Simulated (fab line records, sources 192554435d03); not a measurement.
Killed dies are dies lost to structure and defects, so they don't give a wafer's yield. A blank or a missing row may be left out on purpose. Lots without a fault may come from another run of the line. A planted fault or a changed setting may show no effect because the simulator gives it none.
fab line records | flow n5_finfet
record lots=15 wafers=45 last_day=18
route steps=1938 shown BEOL_M8@1395 BEOL_M9@1401
lots that met no fault: from a run of the same line without faults
start_h: hours from the record's first day to the start of the lot's first wafer shown | wait_h: hours since the lot's step before | " the same as in the row above | L1.1+2: a row that stands for several wafers | - no value, or no start given | * or withheld: withheld | < > ~ a bound
route shown NAME@n: a module of which the file shows steps, and the number in the route of the first | usual: mean/standard deviation of fault-free wafers | same: alike in all rows | chamber/n: place in a boat | sites: the reading at each site | _std_site: their standard deviation | _edge_site: outer sites' mean less inner sites' | radius_mm: how far each site lies from the wafer's centre | mask NAME#n: copy n | behind: the tool/chamber that last shaped the wafer | hold: why the lot was held/for how many hours/how that ended | device: the transistor (n, p or np) that didn't switch | end of line: the same wafers' tests at the end of the route | a step without rows: its recipe alone | killed: dies lost to structure and defects at the first sort, not the wafer's yield | map: a wafer's dies, x killed, . not, _ none there
set.NAME: the setting as run; set.NAME@STEP: as run at that earlier step | model.NAME: the simulator's own value behind a step, which no gauge read
steps of the route over a sample of lots; a table a step, a row a wafer
services: from which hour (start_h, from the record's first day; less than 0 if before it) a tool's chamber was out of use, for how many hours, and why
## steps
# step N5_BEOL_M8_CMP_52
# recipe stop_on=SiCOH_lowk t_overpolish_s=6.9 down_force_psi=1 platen_rpm=50 clearing_platen_down_force_psi=1.5 clearing_platen_rpm=50 post_cmp_clean=cu_alkaline target_thk_nm=80 clearing_platen_pad_velocity_m_s=0.99484 pad_velocity_m_s=0.99484
# usual barrier_field_endpoint_s=29.0/0.78 motor_current_A=6.1/0.8 overpolish_run_s=6.899/0.0082 platen_rpm=50.00/0.034 time_to_endpoint_s=63/3.6
# columns lot.wafer tool chamber start_h wait_h barrier_field_endpoint_s motor_current_A overpolish_run_s platen_rpm time_to_endpoint_s
L254.2 cmp-02 1 214.93 0.2 30.0 5.5 6.894 50.05 67
L254.4 " 2 " " 29.9 5.9 6.903 50.02 63
L254.6 " 1 " " 29.0 5.3 6.884 49.96 65
L253.4 cmp-02 3 220.59 0.1 29.3 7.2 6.910 50.00 62
L253.2 " 0 " " 29.1 6.3 6.909 49.97 69
L253.3 " 1 " " 30.1 5.5 6.899 49.99 69
L255.3 cmp-01 2 238.16 0.3 28.1 5.7 6.909 50.05 61
L255.4 " 3 " " 27.7 6.5 6.909 49.97 57
L255.5 " 3 " " 27.7 6.1 6.895 50.02 56
L256.4 cmp-03 2 246.45 0.2 28.6 7.0 6.896 50.07 59
L256.3 " 3 " " 28.4 5.0 6.913 50.05 59
L256.5 " 1 " " 29.5 6.5 6.894 50.00 64
L258.1 cmp-03 1 250.32 0.5 29.2 6.2 6.895 49.99 64
L258.3 " 2 " " 29.2 7.3 6.902 49.93 61
L258.4 " 0 " " 29.8 7.0 6.902 50.05 64
L259.4 cmp-02 1 270.13 0.2 30.5 5.4 6.876 50.07 68
L259.2 " 3 " " 28.5 7.8 6.895 49.96 63
L259.6 " 0 " " 29.8 6.1 6.901 49.99 68
L261.4 cmp-01 3 270.40 0.2 28.4 6.1 6.890 50.05 58
L261.2 " 0 " " 28.8 5.0 6.896 50.03 62
L261.5 " 2 " " 29.1 5.8 6.901 49.99 63
L262.2 cmp-03 3 275.90 0.2 28.2 4.9 6.885 50.00 58
L262.4 " 1 " " 28.7 6.1 6.889 50.00 59
L262.5 " 2 " " 28.0 6.9 6.895 49.97 54
L263.2 cmp-02 0 284.61 0.4 29.5 6.3 6.908 50.00 67
L263.4 " 2 " " 29.6 5.9 6.901 49.95 67
L263.6 " 3 " " 29.1 7.3 6.907 49.97 64
L260.4 cmp-03 2 285.16 0.2 28.4 7.1 6.904 50.03 59
L260.1 " 3 " " 30.1 5.2 6.897 50.01 67
L260.6 " 0 " " 30.4 6.6 6.906 49.96 65
L271.1 cmp-03 0 324.47 0.3 29.8 7.0 6.890 49.96 67
L271.3 " 3 " " 29.5 4.9 6.903 49.99 64
L271.5 " 0 " " 29.8 7.1 6.903 49.96 68
L274.1 cmp-01 2 329.78 0.3 28.5 5.9 6.904 50.00 61
L274.3 " 1 " " 28.3 5.5 6.907 49.99 61
L274.5 " 2 " " 29.0 5.6 6.890 50.04 63
L270.1 cmp-03 0 330.52 0.3 29.3 7.0 6.901 50.00 67
L270.3 " 1 " " 29.2 6.5 6.902 50.03 67
L270.6 " 3 " " 29.5 4.8 6.897 49.98 62
L273.3 cmp-03 0 348.38 0.2 28.6 6.8 6.916 50.02 67
L273.6 " 2 " " 27.9 7.3 6.900 50.04 60
L273.5 " 3 " " 28.7 5.2 6.895 49.97 65
L275.3 cmp-03 3 367.77 0.2 28.6 5.0 6.902 49.98 64
L275.2 " 0 " " 30.1 6.7 6.891 49.99 67
L275.4 " 1 " " 29.2 6.5 6.895 50.00 64
# step N5_BEOL_M9_ILD_DEP_00
# recipe material=SiCOH_lowk target_thk_a=3085.1 temp_c=300 precursor=DEMS/porogen pressure_torr=5 rf_w=500 time_s=58
# usual heater_power_w=345/60 showerhead_plenum_p_Torr=5.751/0.021 throttle_valve_pct=13.9/0.86
# columns lot.wafer tool chamber start_h wait_h heater_power_w showerhead_plenum_p_Torr throttle_valve_pct
L254.2 pecvd-04 1 215.45 0.0 304 5.720 13.8
L254.4 " 1 " " 311 5.734 14.0
L254.6 " 2 " " 312 5.756 13.8
L253.2 pecvd-02 0 221.08 0.0 302 5.753 13.5
L253.3 " 0 " " 318 5.761 13.6
L253.4 " 1 " " 323 5.708 15.0
L255.3 pecvd-02 0 238.64 0.0 346 5.759 13.6
L255.4 " 1 " " 351 5.723 14.9
L255.5 " 0 " " 355 5.762 13.6
L256.3 pecvd-01 0 246.90 0.0 292 5.772 13.9
L256.4 " 2 " " 445 5.723 15.0
L256.5 " 0 " " 298 5.771 13.8
L258.1 pecvd-01 0 250.81 0.0 301 5.776 13.8
L258.3 " 1 " " 362 5.771 13.6
L258.4 " 2 " " 456 5.743 15.0
L259.2 pecvd-04 2 270.58 0.0 327 5.774 13.7
L259.4 " 1 " " 287 5.745 13.8
L259.6 " 1 " " 297 5.723 13.8
L261.2 pecvd-01 0 270.85 0.0 275 5.778 13.8
L261.4 " 1 " " 336 5.784 13.6
L261.5 " 2 " " 457 5.745 14.7
L262.2 pecvd-02 0 276.35 0.0 356 5.772 13.8
L262.4 " 2 " " 397 5.738 12.3
L262.5 " 1 " " 330 5.708 15.3
L263.2 pecvd-02 0 285.09 0.0 315 5.754 13.8
L263.4 " 1 " " 369 5.714 15.1
L263.6 " 0 " " 327 5.759 14.0
L260.1 pecvd-01 2 285.58 0.0 426 5.748 15.3
L260.4 " 2 " " 442 5.744 15.0
L260.6 " 2 " " 451 5.746 15.0
L271.1 pecvd-01 2 324.96 0.0 450 5.729 15.0
L271.3 " 0 " " 279 5.779 14.1
L271.5 " 0 " " 292 5.747 13.8
L274.1 pecvd-04 1 330.28 0.0 287 5.737 13.9
L274.3 " 0 " " 261 5.739 12.8
L274.5 " 1 " " 297 5.750 13.6
L270.1 pecvd-02 2 330.94 0.0 373 5.743 12.1
L270.3 " 0 " " 336 5.752 13.9
L270.6 " 1 " " 353 5.708 14.9
L273.3 pecvd-02 2 348.79 0.0 357 5.753 12.4
L273.5 " 1 " " 355 5.719 15.0
L273.6 " 0 " " 359 5.756 13.6
L275.2 pecvd-04 2 368.22 0.0 297 5.758 13.8
L275.3 " 1 " " 268 5.725 13.5
L275.4 " 0 " " 252 5.755 12.5
# step N5_BEOL_M9_PECVD_70
# recipe material=SiO2 target_thk_a=200 temp_c=400 precursor=TEOS/O2 pressure_torr=5.5 rf_w=450 teos_flow_sccm=53.8 gas=O2 flow_sccm=3000 time_s=22.7
# usual heater_power_w=782/120 showerhead_plenum_p_Torr=8.83/0.085 throttle_valve_pct=22.5/1.4
# columns lot.wafer tool chamber start_h wait_h heater_power_w showerhead_plenum_p_Torr throttle_valve_pct
L254.2 pecvd-04 0 216.08 0.0 596 8.82 21.9
L254.4 " 2 " " 630 8.86 22.0
L254.6 " 1 " " 670 8.73 21.9
L253.2 pecvd-02 0 221.74 0.0 782 8.87 22.2
L253.3 " 1 " " 720 8.67 24.3
L253.4 " 0 " " 794 8.87 21.7
L255.3 pecvd-01 1 239.27 0.0 861 8.93 21.8
L255.4 " 2 " " 858 8.81 24.1
L255.5 " 0 " " 696 8.92 22.1
L256.3 pecvd-01 1 247.53 0.0 849 8.90 22.1
L256.4 " 1 " " 875 8.91 22.2
L256.5 " 2 " " 853 8.81 24.2
L258.1 pecvd-01 1 251.44 0.0 900 8.93 22.0
L258.3 " 0 " " 602 8.92 22.5
L258.4 " 1 " " 884 8.91 22.0
L259.2 pecvd-02 1 271.24 0.0 799 8.65 24.2
L259.4 " 1 " " 801 8.65 24.4
L259.6 " 2 " " 842 8.81 19.6
L261.2 pecvd-01 0 271.48 0.0 698 8.92 22.1
L261.4 " 2 " " 1031 8.81 24.3
L261.5 " 0 " " 677 8.94 22.4
L262.2 pecvd-01 2 277.46 0.0 959 8.82 24.0
L262.4 " 1 " " 832 8.92 22.1
L262.5 " 1 " " 818 8.93 21.9
L263.2 pecvd-04 1 285.72 0.0 729 8.72 22.0
L263.4 " 1 " " 723 8.77 22.0
L263.6 " 0 " " 656 8.81 20.4
L260.1 pecvd-01 2 286.93 0.0 996 8.79 24.4
L260.4 " 2 " " 970 8.81 24.2
L260.6 " 0 " " 690 8.92 22.4
L271.1 pecvd-01 0 325.59 0.0 668 8.93 22.5
L271.3 " 2 " " 960 8.79 24.2
L271.5 " 1 " " 854 8.93 22.3
L274.1 pecvd-04 2 330.96 0.0 677 8.87 22.2
L274.3 " 0 " " 619 8.81 20.2
L274.5 " 2 " " 666 8.88 22.3
L270.1 pecvd-02 2 331.56 0.0 876 8.82 19.6
L270.3 " 1 " " 693 8.65 24.1
L270.6 " 1 " " 703 8.66 24.2
L273.3 pecvd-04 0 349.91 0.0 611 8.82 20.3
L273.5 " 1 " " 738 8.77 22.2
L273.6 " 2 " " 741 8.86 22.2
L275.2 pecvd-01 0 369.83 0.0 734 8.92 22.5
L275.3 " 1 " " 902 8.89 22.2
L275.4 " 1 " " 928 8.91 22.0
# step N5_BEOL_M9_DEVELOP_10
# recipe develop_time_s=30 developer=TMAH resist=CAR-ArF rinse_liquid=diw dry=air_spin dev_temp_c=23
# usual chill_plate_temp_C=23.04/0.1 develop_time_s=30/0
# columns lot.wafer tool chamber start_h wait_h chill_plate_temp_C develop_time_s
L254.2 litho_track-02 0 216.45 - 22.97 30
L254.4 " 0 " " 22.91 30
L254.6 " 0 " " 22.94 30
L253.2 litho_track-02 0 223.04 - 23.02 30
L253.3 " 0 " " 23.07 30
L253.4 " 0 " " 23.01 30
L255.3 litho_track-03 0 240.78 - 23.08 30
L255.4 " 0 " " 23.08 30
L255.5 " 0 " " 23.10 30
L256.3 litho_track-03 0 249.59 - 23.01 30
L256.4 " 0 " " 23.03 30
L256.5 " 0 " " 22.93 30
L258.1 litho_track-03 0 252.83 - 23.03 30
L258.3 " 0 " " 23.10 30
L258.4 " 0 " " 23.07 30
L259.2 litho_track-02 0 272.03 - 23.11 30
L259.4 " 0 " " 22.95 30
L259.6 " 0 " " 23.05 30
L261.2 litho_track-05 - 272.39 - - -
L261.4 " - " " - -
L261.5 " - " " - -
L262.2 litho_track-05 - 278.25 - - -
L262.4 " - " " - -
L262.5 " - " " - -
L263.2 litho_track-03 - 286.73 - - -
L263.4 " - " " - -
L263.6 " - " " - -
L260.1 litho_track-03 0 288.07 - 23.11 30
L260.4 " 0 " " 23.02 30
L260.6 " 0 " " 22.96 30
L271.1 litho_track-02 0 326.34 - 22.81 30
L271.3 " 0 " " 23.06 30
L271.5 " 0 " " 23.12 30
L274.1 litho_track-03 0 332.92 - 23.02 30
L274.3 " 0 " " 22.86 30
L274.5 " 0 " " 22.94 30
L270.1 litho_track-05 0 333.22 - 23.04 30
L270.3 " 0 " " 23.00 30
L270.6 " 0 " " 22.88 30
L273.3 litho_track-03 0 350.84 - 23.13 30
L273.5 " 0 " " 23.11 30
L273.6 " 0 " " 23.17 30
L275.2 litho_track-03 0 372.46 - 23.12 30
L275.3 " 0 " " 23.09 30
L275.4 " 0 " " 23.02 30
## services
# columns tool chamber start_h hours kind
pecvd-02 2 202.38 - clean
pecvd-02 2 202.38 - consumable_replace:showerhead
pecvd-02 2 202.38 29.0 scheduled_down
pecvd-02 2 202.38 29.0 vent_cycle
cmp-03 - 207.55 0.8 repair
litho_track-03 - 208.14 - consumable_replace:filter
cmp-01 - 211.13 4.0 repair
cmp-03 - 211.29 4.0 pm
cmp-03 - 215.29 - consumable_replace:conditioner
cmp-03 - 215.29 - consumable_replace:pad
pecvd-04 0 238.16 8.0 repair
cmp-02 - 248.31 0.8 repair
cmp-01 - 280.86 1.0 repair
pecvd-01 1 282.80 15.4 repair
cmp-01 - 283.80 4.8 pm
cmp-03 - 287.73 5.6 repair
pecvd-01 2 293.00 3.6 repair
cmp-03 - 304.46 0.3 repair
cmp-01 - 309.64 0.5 repair
cmp-02 - 327.07 0.5 repair
cmp-02 - 345.81 4.0 pm
cmp-02 - 351.66 3.9 pm
pecvd-02 0 360.85 5.5 scheduled_down
pecvd-02 2 368.27 2.1 scheduled_down
## key
first_sign step=N5_BEOL_M9_DEVELOP_10 reading=tool_record direction=missing
effect none on later readings
met_at N5_BEOL_M9_DEVELOP_10
struck_lots L261,L262,L263
later_rows_left_out L261.2,L261.4,L261.5,L262.2,L262.4,L262.5,L263.2,L263.4,L263.6
sort_left_out L261.2,L261.4,L261.5,L262.2,L262.4,L262.5,L263.2,L263.4,L263.6
not_acting_at N5_BEOL_M8_CMP_52,N5_BEOL_M9_ILD_DEP_00,N5_BEOL_M9_PECVD_70
onset_between 252.83 272.39
fault kind=skipped_step_whole tool=litho_track-03,litho_track-05 chamber=- onset_h=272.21 steps=N5_BEOL_M9_DEVELOP_10 scope=struck_lots_only
# sort_left_out: the simulated sort isn't trusted on such a fault, so these wafers' sort isn't shown, and their yield isn't known
# later_rows_left_out: the simulator's readings of these wafers behind a module that went badly wrong aren't trusted and aren't shown, but for the sort
